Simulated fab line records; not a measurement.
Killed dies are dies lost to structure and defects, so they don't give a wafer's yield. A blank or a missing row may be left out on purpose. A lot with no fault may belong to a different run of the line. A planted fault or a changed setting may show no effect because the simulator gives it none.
fab line records	flow n5Finfet
record lots=9	wafers=27	lastDay=17
route steps=1938 shown BEOL_M4@1024 PASSIVATION@1936
lots untouched by any fault: they come from a run of this same line in which no faults occurred
startH: hours from the record's first day to the start of the lot's first wafer shown	waitH: time in hours since the lot's previous step	" unchanged from the row above	L1.1+2: a row that stands for several wafers	- no value, or no start given	* or withheld: withheld	< > ~ a bound
route shown NAME@n: NAME is a module with steps in the file, n the number in the route of the first one	usual: mean and standard deviation over wafers with no fault	same: alike in all rows	chamber/n: place in a boat	sites: each site's reading	_std_site: standard deviation of those values	_edge_site: mean of outer sites minus mean of inner sites	radiusMm: how far each site lies from the wafer's centre	mask NAME#n: copy n	behind: the most recent tool/chamber to have shaped the wafer	hold: cause of the lot's hold/its duration in hours/its outcome	device: which transistor (n, p or np) failed to switch	end of line: at the end of the route, the tests of the same wafers	a step without rows: its recipe alone	killed: count of dies lost to structure and defects at first sort (not the wafer's yield)	map: dies across one wafer; x = killed, . = not, _ = none there
set.NAME: the setting the step ran with; set.NAME@STEP: the setting that earlier step ran with	model.NAME: the simulator's own value behind a step, which no gauge read
the route's steps for a sample of lots (tables are steps, rows are wafers)
services: when a tool's chamber went out of use (startH, in hours from the record's first day, below 0 if earlier), for how many hours, and the reason
## steps
# step N5_BEOL_M4_HM_DEP_02
# recipe material=TiN	targetThkA=200	tempC=25	chamberPressurePa=0.49996
# usual throttleValvePct=29.9/1.1
lot.wafer	tool	chamber	startH	waitH	throttleValvePct
L777.1	pvdSputter-03	-	165.11	0.1	31.0
L777.2	"	-	"	"	29.9
L777.3	"	-	"	"	28.5
L779.3	pvdSputter-01	-	184.84	1.6	29.2
L779.5	"	-	"	"	29.8
L779.6	"	-	"	"	29.3
L780.3	pvdSputter-01	-	195.96	0.2	29.5
L780.4	"	-	"	"	32.5
L780.6	"	-	"	"	29.2
L785.1	pvdSputter-02	-	227.18	0.7	29.2
L785.3	"	-	"	"	30.6
L785.4	"	-	"	"	28.2
L786.2	pvdSputter-02	-	230.58	0.1	29.9
L786.4	"	-	"	"	29.3
L786.5	"	-	"	"	28.0
L789.1	pvdSputter-03	-	258.76	1.1	30.9
L789.4	"	-	"	"	28.2
L789.6	"	-	"	"	29.9
L790.2	pvdSputter-02	-	259.62	0.1	30.0
L790.4	"	-	"	"	29.4
L790.5	"	-	"	"	29.5
L795.1	pvdSputter-02	-	284.71	2.9	29.3
L795.3	"	-	"	"	30.6
L795.4	"	-	"	"	28.2
L796.3	pvdSputter-02	-	294.48	1.8	30.8
L796.4	"	-	"	"	28.3
L796.6	"	-	"	"	29.5
# step N5_BEOL_M4_OVL_MEAS_12
# recipe pointsPerWafer=522
# usual M4_OVL=0.7/0.68
lot.wafer	tool	chamber	startH	waitH	M4_OVL[nm]
L777.1	overlay-02	0	165.69	0.0	-0.8
L777.2	"	0	"	"	-0.3
L777.3	"	0	"	"	0.6
L779.3	overlay-01	0	185.28	0.0	-0.1
L779.5	"	0	"	"	1.0
L779.6	"	0	"	"	0.7
L780.3	overlay-02	0	196.52	0.0	0.3
L780.4	"	0	"	"	0.3
L780.6	"	0	"	"	1.3
L785.1	overlay-02	0	227.64	0.0	0.7
L785.3	"	0	"	"	0.8
L785.4	"	0	"	"	0.4
L786.2	overlay-01	0	231.01	0.0	0.9
L786.4	"	0	"	"	0.0
L786.5	"	0	"	"	0.5
L789.1	overlay-02	0	259.18	0.0	0.8
L789.4	"	0	"	"	2.0
L789.6	"	0	"	"	1.4
L790.2	overlay-02	0	260.07	0.0	0.1
L790.4	"	0	"	"	-0.2
L790.5	"	0	"	"	0.3
L795.1	overlay-02	0	285.14	0.0	0.5
L795.3	"	0	"	"	1.6
L795.4	"	0	"	"	1.6
L796.3	overlay-01	0	294.92	0.0	1.0
L796.4	"	0	"	"	0.3
L796.6	"	0	"	"	1.0
# step N5_BEOL_M4_STRIP_66
# recipe chemistry=CF4	resist=SiARC	powerW=300	biasPowerW=75	pressureMtorr=50	cf4FlowSccm=150	rfFrequencyHz=6e+07
# usual biasPowerW=75.02/0.25	cf4FlowSccm=150.0/0.46	drypumpMotorCurrentA=5.6/0.6	oesProductAu=0.79/0.083	rfFwdPowerW=292.6/0.85	rfVppV=271.3/1.6	showerheadPlenumPTorr=1.81/0.065	throttleValvePct=13.5/0.36
lot.wafer	tool	chamber	startH	waitH	biasPowerW	cf4FlowSccm	drypumpMotorCurrentA	oesProductAu	rfFwdPowerW	rfHoursCounterH	rfVppV	showerheadPlenumPTorr	throttleValvePct
L777.1	rieDiel-06	0	166.00	0.0	75.12	149.6	5.0	0.88	291.3	48	271.7	1.90	13.2
L777.2	"	2	"	"	74.96	150.1	6.4	0.70	291.7	233	268.3	1.71	14.2
L777.3	"	3	"	"	75.21	150.2	6.6	0.71	292.9	210	272.0	1.86	13.9
L779.3	rieDiel-06	1	185.57	0.0	75.48	149.9	5.1	0.66	293.6	257	271.2	1.77	13.8
L779.5	"	1	"	"	74.88	150.0	5.1	0.66	293.6	-	271.2	1.77	13.8
L779.6	"	0	"	"	74.78	149.6	5.0	0.87	292.1	-	273.0	1.90	13.2
L780.3	rieDiel-05	2	197.57	0.0	75.28	149.4	5.6	0.79	292.9	114	271.7	1.80	13.4
L780.4	"	1	"	"	75.23	150.0	4.8	0.90	292.8	20	273.2	1.78	13.1
L780.6	"	1	"	"	75.12	149.9	4.8	0.90	293.1	-	268.8	1.78	13.1
L785.1	rieDiel-05	2	227.94	0.0	-	-	-	-	-	-	-	-	-
L785.3	"	0	"	"	-	-	-	-	-	-	-	-	-
L785.4	"	1	"	"	-	-	-	-	-	-	-	-	-
L786.2	rieDiel-06	3	231.31	0.0	-	-	-	-	-	-	-	-	-
L786.4	"	0	"	"	-	-	-	-	-	-	-	-	-
L786.5	"	3	"	"	-	-	-	-	-	-	-	-	-
L789.1	rieDiel-05	0	259.49	0.0	75.27	149.5	5.2	0.77	292.3	138	270.2	1.71	13.3
L789.4	"	2	"	"	75.14	150.1	5.6	0.76	293.2	143	272.5	1.79	13.5
L789.6	"	0	"	"	74.91	149.7	5.2	0.76	291.8	-	271.1	1.71	13.3
L790.2	rieDiel-06	0	260.37	0.0	75.06	150.0	5.0	0.84	291.8	78	273.6	1.89	13.3
L790.4	"	3	"	"	75.12	149.9	6.6	0.69	294.1	239	272.6	1.85	14.0
L790.5	"	2	"	"	75.66	150.3	6.4	0.68	293.6	-	269.5	1.70	14.2
L795.1	rieDiel-06	1	285.44	0.0	74.70	149.9	5.1	0.88	292.5	16	268.5	1.77	13.2
L795.3	"	0	"	"	75.13	149.9	5.0	0.83	292.5	86	275.7	1.89	13.3
L795.4	"	0	"	"	74.85	149.6	5.0	0.82	292.5	-	272.5	1.89	13.3
L796.3	rieDiel-06	0	295.21	0.0	75.35	150.5	5.0	0.83	292.1	91	274.6	1.89	13.3
L796.4	"	0	"	"	75.23	150.6	5.0	0.82	291.5	-	271.8	1.89	13.3
L796.6	"	1	"	"	74.82	149.3	5.1	0.87	291.7	-	271.4	1.76	13.2
# step N5_BEOL_M4_HM_OPEN_17
# recipe chemistry=Cl2/BCl3	targetDepthA=200	overetchA=60	target=TiN	maskMaterial=SOC	ionEnergyEv=150	pressureMtorr=10	icpW=1000	biasW=126	Cl2_flow_sccm=53.25	bcl3FlowSccm=21.75	Ar_flow_sccm=25
# usual drypumpMotorCurrentA=5.8/0.71	oesProductAu=0.66/0.1	rfFwdPowerW=992/4.3	throttleValvePct=22.07/0.28
lot.wafer	tool	chamber	startH	waitH	drypumpMotorCurrentA	oesProductAu	rfFwdPowerW	rfHoursCounterH	throttleValvePct
L777.1	rieMetal-03	1	166.04	0.0	6.7	0.67	989	42	22.08
L777.2	"	0	"	"	5.1	0.55	999	110	21.86
L777.3	"	1	"	"	6.8	0.67	986	-	22.09
L779.3	rieMetal-01	0	185.64	0.1	5.1	0.53	993	-	22.49
L779.5	"	1	"	"	6.6	0.67	987	-	22.33
L779.6	"	0	"	"	5.1	0.54	992	-	22.49
L780.3	rieMetal-02	1	197.64	0.1	5.2	0.78	1000	-	21.77
L780.4	"	0	"	"	5.5	0.52	995	-	21.96
L780.6	"	0	"	"	5.5	0.51	995	-	21.98
L785.1	rieMetal-01	0	227.98	0.0	5.1	0.53	995	127	22.53
L785.3	"	1	"	"	6.6	0.66	990	-	22.34
L785.4	"	0	"	"	5.1	0.53	994	-	22.49
L786.2	rieMetal-01	0	231.36	0.0	5.1	0.53	996	127	22.51
L786.4	"	0	"	"	5.1	0.53	993	-	22.51
L786.5	"	0	"	"	5.1	0.52	997	-	22.51
L789.1	rieMetal-01	1	259.53	0.0	6.5	0.65	989	50	22.35
L789.4	"	1	"	"	6.5	0.65	983	-	22.34
L789.6	"	1	"	"	6.5	0.66	988	-	22.35
L790.2	rieMetal-01	1	260.44	0.1	6.6	0.66	988	-	22.36
L790.4	"	1	"	"	6.6	0.65	995	-	22.34
L790.5	"	1	"	"	6.6	0.66	990	-	22.34
L795.1	rieMetal-01	0	285.48	0.0	5.1	0.82	991	1	22.44
L795.3	"	1	"	"	6.5	0.64	989	-	22.38
L795.4	"	0	"	"	5.1	0.82	990	-	22.47
L796.3	rieMetal-02	0	295.28	0.1	5.5	0.80	993	-	21.80
L796.4	"	1	"	"	5.2	0.72	993	-	21.79
L796.6	"	1	"	"	5.2	0.73	992	-	21.77
# step N5_BEOL_M4_RC_MEAS_101
# usual DIBL_N=36.5/1.4	DIBL_P=36.6/1.9	IOFF_N=0.167/0.029	IOFF_P=0.21/0.033	ION_N=674/12	ION_P=460/8.9	SS_N=71.6/0.57	SS_P=73.4/0.61	VT_N=249/3.3	VT_P=-250/3.3
lot.wafer	tool	chamber	startH	waitH	DIBL_N[mV/V]	DIBL_P[mV/V]	IOFF_N[nA/um]	IOFF_P[nA/um]	ION_N[uA/um]	ION_P[uA/um]	SS_N[mV/dec]	SS_P[mV/dec]	VT_N[mV]	VT_P[mV]
L777.1	prober-02	0	181.24	0.0	36.0	37.2	0.162	0.23	693	478	71.3	72.9	252	-252
L777.2	"	0	"	"	34.5	34.3	0.130	0.19	667	460	71.4	72.8	253	-250
L777.3	"	0	"	"	36.4	36.9	0.145	0.22	659	457	72.1	73.6	252	-250
L779.3	prober-01	0	196.11	0.3	35.8	34.7	0.145	0.19	660	451	71.2	73.5	249	-251
L779.5	"	0	"	"	35.5	34.8	0.150	0.20	681	465	71.0	73.2	250	-249
L779.6	"	0	"	"	37.0	36.7	0.172	0.23	667	460	70.9	73.8	248	-248
L780.3	prober-01	0	204.07	0.3	37.1	38.5	0.212	0.25	682	468	72.3	73.9	246	-248
L780.4	"	0	"	"	35.5	35.8	0.180	0.21	694	470	72.4	72.8	246	-249
L780.6	"	0	"	"	35.7	36.4	0.170	0.21	678	462	72.6	73.1	248	-249
L785.1	prober-01	0	233.39	0.0	37.6	37.8	0.174	0.24	669	461	71.9	73.7	250	-250
L785.3	"	0	"	"	36.9	38.0	0.172	0.26	694	477	71.3	73.5	248	-247
L785.4	"	0	"	"	36.2	36.3	0.153	0.22	684	468	71.9	73.2	249	-247
L786.2	prober-02	0	242.24	0.2	38.6	40.1	0.216	0.23	691	465	72.2	74.6	244	-252
L786.4	"	0	"	"	37.4	36.5	0.170	0.17	667	449	72.1	73.5	249	-255
L786.5	"	0	"	"	36.5	36.7	0.158	0.17	672	448	72.3	73.9	247	-255
L789.1	prober-01	0	265.74	0.0	37.8	38.8	0.196	0.22	677	460	71.7	73.6	245	-248
L789.4	"	0	"	"	36.9	37.7	0.180	0.21	685	464	71.3	73.5	247	-250
L789.6	"	0	"	"	35.8	36.3	0.148	0.19	670	461	71.3	73.9	249	-252
L790.2	prober-01	0	268.55	0.2	36.4	35.7	0.127	0.16	656	444	71.0	72.9	255	-257
L790.4	"	0	"	"	40.3	39.6	0.217	0.22	674	453	72.3	74.0	245	-252
L790.5	"	0	"	"	36.8	35.8	0.137	0.16	656	449	71.5	73.3	252	-258
L795.1	prober-02	0	295.18	0.0	34.0	34.6	0.139	0.20	679	465	71.0	72.8	250	-249
L795.3	"	0	"	"	36.4	37.1	0.179	0.24	669	466	72.0	73.6	247	-243
L795.4	"	0	"	"	36.2	37.3	0.174	0.25	674	467	71.8	73.0	248	-245
L796.3	prober-01	0	304.14	0.3	36.3	35.9	0.147	0.21	659	459	71.3	72.9	253	-249
L796.4	"	0	"	"	38.2	37.1	0.161	0.23	665	457	71.4	73.6	250	-250
L796.6	"	0	"	"	37.6	37.4	0.169	0.24	668	464	72.0	73.7	246	-249
# step N5_PASSIVATION_PROBE_49
# usual defectLimitedYield=91.2/1.6	killed_at_M0_to_M3=34/11	killed_at_M4_up=14/5.7	killedAtContacts=14/6.6	killedAtFrontEnd=37/10	killedAtOther=4/3.2	killedDies=104/19	killedOpen=69/13	killedShort=33/8.7	sort_bin_5_function=5.1/1	sort_bin_6_memory=3.3/0.76	sortNPass=1076/19	sortYieldPct=91.2/1.6
# same grossDies=1180	killedAtBackSide=0	sort_bin_4_leakage[%]=0	sort_bin_8_speed[%]=0
lot.wafer	tool	chamber	startH	waitH	defectLimitedYield[%]	killed_at_M0_to_M3	killed_at_M4_up	killedAtContacts	killedAtFrontEnd	killedAtOther	killedDies	killedOpen	killedShort	sort_bin_5_function[%]	sort_bin_6_memory[%]	sortNPass	sortYieldPct[%]
L780.3	prober-01	-	297.49	0.1	90.7	27	10	17	52	4	110	85	24	5.3	3.9	1070	90.7
L785.1	prober-01	-	331.48	0.0	94.0	27	9	13	17	5	71	48	21	3.1	2.7	1109	94.0
L785.3	prober-01	-	331.58	0.1	90.8	36	26	13	30	4	109	80	26	5.4	3.5	1071	90.8
L785.4	prober-01	-	331.63	0.2	90.8	35	21	22	25	6	109	75	31	5.5	3.5	1071	90.8
L786.2	prober-02	-	343.87	0.1	91.4	37	17	8	39	1	102	72	28	6.0	2.5	1078	91.4
L786.4	prober-02	-	343.97	0.2	92.8	34	17	5	26	3	85	63	19	4.2	3.0	1095	92.8
L786.5	prober-02	-	344.02	0.2	91.4	23	11	16	48	3	101	65	24	4.7	2.7	1079	91.4
L789.1	prober-01	-	366.10	0.0	91.2	38	9	9	40	8	104	72	31	5.3	3.4	1076	91.2
L789.4	prober-01	-	366.25	0.2	90.9	36	9	10	48	4	107	64	38	5.7	2.7	1073	90.9
L789.6	prober-01	-	366.35	0.3	91.4	49	4	10	35	4	102	59	39	4.2	3.9	1078	91.4
L790.2	prober-02	-	373.98	0.1	93.0	20	7	13	42	1	83	50	33	3.8	3.1	1097	93.0
L790.4	prober-02	-	374.08	0.2	89.5	49	16	11	48	0	124	84	37	5.9	3.7	1056	89.5
L790.5	prober-02	-	374.13	0.2	90.6	36	13	8	50	4	111	79	31	6.3	2.9	1069	90.6
# killed by level:class
L780.3 STI_FIN_REVEAL:geometricParticle:open=27 MOL_CONTACT_COAG:geometricParticle:open=15 BEOL_M3:geometricParticle:open=11 BEOL_M1:geometricParticle:open=8 STI_FIN_REVEAL:geometricParticle:short=6 GATE_CUT:geometricParticle:short=6 BEOL_M4:geometricParticle:open=6 GATE_CUT:geometricParticle:open=4
L785.1 MOL_CONTACT_COAG:geometricParticle:open=10 BEOL_M1:geometricParticle:open=7 GATE_CUT:geometricParticle:short=6 BEOL_M0:geometricParticle:open=4 BEOL_M2:geometricParticle:open=4 BEOL_M3:geometricParticle:open=4 STI_FIN_REVEAL:geometricParticle:open=3 DUMMY_GATE:geometricParticle:open=2
L785.3 BEOL_M4:geometricParticle:open=14 MOL_CONTACT_COAG:geometricParticle:open=11 DUMMY_GATE:geometricParticle:open=8 BEOL_M0_SAQP:geometricParticle:short=8 BEOL_M0_SAQP:geometricParticle:open=7 BEOL_M2:geometricParticle:open=6 STI_FIN_REVEAL:geometricParticle:open=5 BEOL_M3:geometricParticle:open=5
L785.4 MOL_CONTACT_COAG:geometricParticle:open=14 BEOL_M4:geometricParticle:open=10 BEOL_M1:geometricParticle:open=9 BEOL_M0_SAQP:geometricParticle:short=8 FIN_SAQP:geometricParticle:open=7 MOL_CONTACT_COAG:geometricParticle:short=6 BEOL_M0_SAQP:geometricParticle:open=5 BEOL_M5:geometricParticle:open=4
L786.2 BEOL_M0_SAQP:geometricParticle:open=12 FIN_SAQP:geometricParticle:open=7 BEOL_M2:geometricParticle:open=7 ILD0:geometricParticle:open=6 MOL_CONTACT_COAG:geometricParticle:open=6 DUMMY_GATE:geometricParticle:open=5 FIN_SAQP:geometricParticle:short=4 BEOL_M0_SAQP:geometricParticle:short=4
L786.4 BEOL_M2:geometricParticle:open=13 BEOL_M4:geometricParticle:open=9 BEOL_M1:geometricParticle:open=7 DUMMY_GATE:geometricParticle:open=6 FIN_SAQP:geometricParticle:short=5 FIN_SAQP:geometricParticle:open=4 MOL_CONTACT_COAG:geometricParticle:open=4 BEOL_M3:geometricParticle:open=4
L786.5 MOL_CONTACT_COAG:geometricParticle:open=13 DUMMY_GATE:geometricParticle:open=12 HKMG_FIN:areaEtch=11 STI_FIN_REVEAL:geometricParticle:open=8 BEOL_M2:geometricParticle:open=8 BEOL_M1:geometricParticle:open=6 BEOL_M0_SAQP:geometricParticle:short=5 ILD0:geometricParticle:open=4
L789.1 BEOL_M1:geometricParticle:open=11 BEOL_M3:geometricParticle:open=8 BEOL_M0_SAQP:geometricParticle:open=7 STI_FIN_REVEAL:geometricParticle:open=6 GATE_CUT:geometricParticle:short=6 MOL_CONTACT_COAG:geometricParticle:open=6 BEOL_M0_SAQP:geometricParticle:short=6 GATE_CUT:geometricParticle:open=5
L789.4 FIN_SAQP:geometricParticle:short=12 STI_FIN_REVEAL:geometricParticle:open=10 BEOL_M0_SAQP:geometricParticle:short=7 BEOL_M2:geometricParticle:open=7 FIN_SAQP:geometricParticle:open=6 MOL_CONTACT_COAG:geometricParticle:open=5 BEOL_M1:geometricParticle:open=5 MOL_CONTACT_COAG:geometricParticle:short=4
L789.6 BEOL_M0_SAQP:geometricParticle:open=15 BEOL_M0_SAQP:geometricParticle:short=9 MOL_CONTACT_COAG:geometricParticle:open=8 ILD0:geometricParticle:short=7 BEOL_M1:geometricParticle:open=7 BEOL_M3:geometricParticle:open=5 FIN_SAQP:geometricParticle:open=4 STI_FIN_REVEAL:geometricParticle:open=4
L790.2 DUMMY_GATE:geometricParticle:open=10 MOL_CONTACT_COAG:geometricParticle:open=10 FIN_SAQP:geometricParticle:short=8 FIN_SAQP:geometricParticle:open=6 BEOL_M2:geometricParticle:open=6 BEOL_M0_SAQP:geometricParticle:short=5 GATE_CUT:geometricParticle:short=4 BEOL_M0_SAQP:geometricParticle:open=4
L790.4 FIN_SAQP:geometricParticle:open=18 BEOL_M1:geometricParticle:open=12 BEOL_M0_SAQP:geometricParticle:open=10 BEOL_M0_SAQP:geometricParticle:short=9 MOL_CONTACT_COAG:geometricParticle:open=8 BEOL_M0:geometricParticle:open=6 STI_FIN_REVEAL:geometricParticle:open=6 GATE_CUT:geometricParticle:short=5
L790.5 FIN_SAQP:geometricParticle:open=10 STI_FIN_REVEAL:geometricParticle:open=10 FIN_SAQP:geometricParticle:short=8 BEOL_M0_SAQP:geometricParticle:open=7 BEOL_M0:geometricParticle:open=7 DUMMY_GATE:geometricParticle:open=6 MOL_CONTACT_COAG:geometricParticle:open=6 BEOL_M0_SAQP:geometricParticle:short=6
## services
tool	chamber	startH	hours	kind
rieMetal-03	-	150.55	2.5	repair
rieMetal-03	1	166.83	4.3	repair
rieDiel-06	2	168.37	33.9	repair
rieDiel-06	-	195.13	28.1	pm
rieDiel-05	3	198.03	-	clean
rieDiel-05	3	198.03	-	consumableReplace:focusRing
rieDiel-05	3	198.03	19.4	scheduledDown
rieDiel-05	3	198.03	19.4	ventCycle
rieMetal-02	0	211.95	-	clean
rieMetal-02	0	211.95	17.0	scheduledDown
rieMetal-02	0	211.95	17.0	ventCycle
rieDiel-06	1	223.23	-	clean
rieDiel-06	1	223.23	-	consumableReplace:focusRing
rieDiel-06	1	223.23	18.1	scheduledDown
rieDiel-06	1	223.23	18.1	ventCycle
rieDiel-05	-	250.18	0.4	repair
rieMetal-01	0	251.92	-	clean
rieMetal-01	0	251.92	19.0	scheduledDown
rieMetal-01	0	251.92	19.0	ventCycle
rieDiel-06	2	280.14	-	clean
rieDiel-06	2	280.14	-	consumableReplace:focusRing
rieDiel-06	2	280.14	-	consumableReplace:showerhead
rieDiel-06	2	280.14	20.4	scheduledDown
rieDiel-06	2	280.14	20.4	ventCycle
## key
firstSign step=N5_BEOL_M4_STRIP_66	reading=toolRecord	direction=missing
effect none on later readings
metAt N5_BEOL_M4_STRIP_66
struckLots L785,L786
baselineLoss step=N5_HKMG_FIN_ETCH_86	wafers=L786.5
notActingAt N5_BEOL_M4_HM_DEP_02,N5_BEOL_M4_OVL_MEAS_12,N5_BEOL_M4_HM_OPEN_17
onsetBetween 197.57 227.94
fault kind=skippedStepWhole	tool=rieDiel-05,rieDiel-06	chamber=-	onsetH=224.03	steps=N5_BEOL_M4_STRIP_66	scope=struckLotsOnly
# baselineLoss: these wafers lose ten dies or more at that step, a loss of the line's own and not of a fault; the sort's usual values leave them out
